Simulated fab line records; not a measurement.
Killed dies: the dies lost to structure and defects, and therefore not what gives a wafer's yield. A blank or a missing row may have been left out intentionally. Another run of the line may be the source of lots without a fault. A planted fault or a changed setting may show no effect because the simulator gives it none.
Split-lot study :: flow n5Finfet :: 39 wafers read across 7 lots, on a route 1938 steps long

## ABOUT THE SPLIT
At N5_BEOL_M6_ILD_DEP_00 (deposits SiCOH lowk from DEMS/porogen, target thk 179.75 nm, time 33.4 s), the setting targetThkA was moved away from the recipe's 1797.5 angstrom on 12 of the 39 wafers read, by -48.9% to -21.8%. All remaining wafers had this setting at the recipe value.

## SPLIT TO READING: what lies between them in the file, 1 step
- N5_BEOL_M6_CURE_74: cures SiCOH lowk, time 240 s

## THE READING
M6_ILD_THK, in nm, at N5_BEOL_M6_THK_MEAS_01. A value of 155.3 nm with a standard deviation of 2.3 nm is what fault-free wafers of this fab line usually give.

wafer: L074.1
tool, chamber at the split: pecvd-01, 0,1
targetThkA as run, angstrom: 1406
against the recipe: -21.8%
M6_ILD_THK, nm: 122.5
against lot-mates on the recipe: -34.6

wafer: L074.2
tool, chamber at the split: pecvd-01, 2
targetThkA as run, angstrom: 1797.5
against the recipe: recipe
M6_ILD_THK, nm: 154.7
against lot-mates on the recipe: -

wafer: L074.3
tool, chamber at the split: pecvd-01, 1
targetThkA as run, angstrom: 1406
against the recipe: -21.8%
M6_ILD_THK, nm: 120.0
against lot-mates on the recipe: -37.1

wafer: L074.4
tool, chamber at the split: pecvd-01, 2
targetThkA as run, angstrom: 1797.5
against the recipe: recipe
M6_ILD_THK, nm: 158.0
against lot-mates on the recipe: -

wafer: L074.5
tool, chamber at the split: pecvd-01, 0
targetThkA as run, angstrom: 1797.5
against the recipe: recipe
M6_ILD_THK, nm: 158.7
against lot-mates on the recipe: -

wafer: L074.6
tool, chamber at the split: pecvd-01, 0,1
targetThkA as run, angstrom: 1406
against the recipe: -21.8%
M6_ILD_THK, nm: 122.5
against lot-mates on the recipe: -34.6

wafer: L078.1
tool, chamber at the split: pecvd-04, 1
targetThkA as run, angstrom: 1797.5
against the recipe: recipe
M6_ILD_THK, nm: 156.3
against lot-mates on the recipe: -

wafer: L078.2
tool, chamber at the split: pecvd-04, 0,2
targetThkA as run, angstrom: 1797.5
against the recipe: recipe
M6_ILD_THK, nm: 156.9
against lot-mates on the recipe: -

wafer: L078.3
tool, chamber at the split: pecvd-04, 2
targetThkA as run, angstrom: 1797.5
against the recipe: recipe
M6_ILD_THK, nm: 154.7
against lot-mates on the recipe: -

wafer: L078.4
tool, chamber at the split: pecvd-04, 0
targetThkA as run, angstrom: 1797.5
against the recipe: recipe
M6_ILD_THK, nm: 158.6
against lot-mates on the recipe: -

wafer: L078.5
tool, chamber at the split: pecvd-04, 1
targetThkA as run, angstrom: 1797.5
against the recipe: recipe
M6_ILD_THK, nm: 157.6
against lot-mates on the recipe: -

wafer: L078.6
tool, chamber at the split: pecvd-04, 0,2
targetThkA as run, angstrom: 1797.5
against the recipe: recipe
M6_ILD_THK, nm: 156.7
against lot-mates on the recipe: -

wafer: L080.1
tool, chamber at the split: pecvd-04, 1
targetThkA as run, angstrom: 1797.5
against the recipe: recipe
M6_ILD_THK, nm: 155.3
against lot-mates on the recipe: -

wafer: L080.2
tool, chamber at the split: pecvd-04, 0
targetThkA as run, angstrom: 1797.5
against the recipe: recipe
M6_ILD_THK, nm: 154.8
against lot-mates on the recipe: -

wafer: L080.3
tool, chamber at the split: pecvd-04, 2
targetThkA as run, angstrom: 1797.5
against the recipe: recipe
M6_ILD_THK, nm: 153.5
against lot-mates on the recipe: -

wafer: L080.4
tool, chamber at the split: pecvd-04, 1
targetThkA as run, angstrom: 933.6
against the recipe: -48.1%
M6_ILD_THK, nm: 81.7
against lot-mates on the recipe: -72.8

wafer: L080.5
tool, chamber at the split: pecvd-04, 0
targetThkA as run, angstrom: 933.6
against the recipe: -48.1%
M6_ILD_THK, nm: 82.0
against lot-mates on the recipe: -72.5

wafer: L080.6
tool, chamber at the split: pecvd-04, 2
targetThkA as run, angstrom: 933.6
against the recipe: -48.1%
M6_ILD_THK, nm: 80.0
against lot-mates on the recipe: -74.5

wafer: L083.1
tool, chamber at the split: pecvd-04, 0
targetThkA as run, angstrom: 1797.5
against the recipe: recipe
M6_ILD_THK, nm: 150.0
against lot-mates on the recipe: -

wafer: L083.2
tool, chamber at the split: pecvd-04, 2
targetThkA as run, angstrom: 1797.5
against the recipe: recipe
M6_ILD_THK, nm: 148.3
against lot-mates on the recipe: -

wafer: L083.3
tool, chamber at the split: pecvd-04, 2
targetThkA as run, angstrom: 1797.5
against the recipe: recipe
M6_ILD_THK, nm: 149.8
against lot-mates on the recipe: -

wafer: L083.4
tool, chamber at the split: pecvd-04, 0
targetThkA as run, angstrom: 1797.5
against the recipe: recipe
M6_ILD_THK, nm: 154.0
against lot-mates on the recipe: -

wafer: L083.5
tool, chamber at the split: pecvd-04, 0
targetThkA as run, angstrom: 1797.5
against the recipe: recipe
M6_ILD_THK, nm: 153.5
against lot-mates on the recipe: -

wafer: L083.6
tool, chamber at the split: pecvd-04, 2
targetThkA as run, angstrom: 1797.5
against the recipe: recipe
M6_ILD_THK, nm: 151.6
against lot-mates on the recipe: -

wafer: L092.1
tool, chamber at the split: pecvd-04, 2
targetThkA as run, angstrom: 1797.5
against the recipe: recipe
M6_ILD_THK, nm: 153.3
against lot-mates on the recipe: -

wafer: L092.2
tool, chamber at the split: pecvd-04, 0
targetThkA as run, angstrom: 988.3
against the recipe: -45.0%
M6_ILD_THK, nm: 85.1
against lot-mates on the recipe: -70.3

wafer: L092.3
tool, chamber at the split: pecvd-04, 1
targetThkA as run, angstrom: 988.3
against the recipe: -45.0%
M6_ILD_THK, nm: 83.6
against lot-mates on the recipe: -71.8

wafer: L092.4
tool, chamber at the split: pecvd-04, 1
targetThkA as run, angstrom: 1797.5
against the recipe: recipe
M6_ILD_THK, nm: 158.2
against lot-mates on the recipe: -

wafer: L092.5
tool, chamber at the split: pecvd-04, 2
targetThkA as run, angstrom: 988.3
against the recipe: -45.0%
M6_ILD_THK, nm: 84.2
against lot-mates on the recipe: -71.2

wafer: L092.6
tool, chamber at the split: pecvd-04, 0
targetThkA as run, angstrom: 1797.5
against the recipe: recipe
M6_ILD_THK, nm: 154.8
against lot-mates on the recipe: -

wafer: L090.1
tool, chamber at the split: pecvd-03, 2
targetThkA as run, angstrom: 918.1
against the recipe: -48.9%
M6_ILD_THK, nm: 79.1
against lot-mates on the recipe: -77.5

wafer: L090.2
tool, chamber at the split: pecvd-03, 1
targetThkA as run, angstrom: 918.1
against the recipe: -48.9%
M6_ILD_THK, nm: 77.4
against lot-mates on the recipe: -79.2

wafer: L090.3
tool, chamber at the split: pecvd-03, 2,1
targetThkA as run, angstrom: 1797.5
against the recipe: recipe
M6_ILD_THK, nm: 156.8
against lot-mates on the recipe: -

wafer: L090.4
tool, chamber at the split: pecvd-03, 1
targetThkA as run, angstrom: 1797.5
against the recipe: recipe
M6_ILD_THK, nm: 156.4
against lot-mates on the recipe: -

wafer: L090.5
tool, chamber at the split: pecvd-03, 2,1
targetThkA as run, angstrom: 1797.5
against the recipe: recipe
M6_ILD_THK, nm: 156.7
against lot-mates on the recipe: -

wafer: L090.6
tool, chamber at the split: pecvd-03, 2
targetThkA as run, angstrom: 918.1
against the recipe: -48.9%
M6_ILD_THK, nm: 79.3
against lot-mates on the recipe: -77.3

wafer: L095.1
tool, chamber at the split: pecvd-04, 0
targetThkA as run, angstrom: 1797.5
against the recipe: recipe
M6_ILD_THK, nm: 151.7
against lot-mates on the recipe: -

wafer: L095.3
tool, chamber at the split: pecvd-04, 1
targetThkA as run, angstrom: 1797.5
against the recipe: recipe
M6_ILD_THK, nm: 151.6
against lot-mates on the recipe: -

wafer: L095.5
tool, chamber at the split: pecvd-04, 1
targetThkA as run, angstrom: 1797.5
against the recipe: recipe
M6_ILD_THK, nm: 154.4
against lot-mates on the recipe: -
When a row names more than one chamber, that row covers several wafers, and the file does not tell which wafer ran in which chamber.

THE FIT
A straight line over all 39 wafers: M6_ILD_THK changes by +1.55 nm for each +1% of targetThkA; r = +1.00; the points scatter about the line by 2.5 nm.
The same after taking each lot's own level away (the mean of its wafers on the recipe; 39 wafers): +1.57 nm for each +1%; r = +1.00; scatter 1.6 nm.
Per that fit: largest targetThkA move, reading shift of 77 nm.
The span of the lots' own levels, 151.20 to 157.13 nm, comes to 2.6 times the standard deviation stated above.
The two slopes are in agreement: the lot-to-lot level therefore moves the slope only a little.
Check: with one of the wafers moved furthest among these (-48.9%) left out of the fit, the line predicts -76.7 nm for it against its lot-mates. It came out at -77.5 nm against them.

## THE WHOLE CHAIN: every reading that the file lists as answering this split, in the file's order
step: N5_BEOL_M6_ILD_DEP_00
what it does: deposits SiCOH lowk from DEMS/porogen, target thk 179.75 nm, time 33.4 s
reading: SiCOH_lowk_of_BEOL_M6_ILD_DEP_00.thkNm (the simulator's own value, which no gauge read)
change (the file's fit): +1.81 nm for each +1% of the setting
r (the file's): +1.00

step: N5_BEOL_M6_CURE_74
what it does: cures SiCOH lowk, time 240 s
reading: SiCOH_lowk_of_BEOL_M6_ILD_DEP_00.thkNm (the simulator's own value, which no gauge read)
change (the file's fit): +1.57 nm for each +1% of the setting
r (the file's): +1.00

step: N5_BEOL_M6_THK_MEAS_01
what it does: 
reading: M6_ILD_THK
change (the file's fit): +1.57 for each +1% of the setting
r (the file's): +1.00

## THE FILE'S OWN FIT
M6_ILD_THK changes by +1.57 nm for each +1% of targetThkA, r = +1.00.
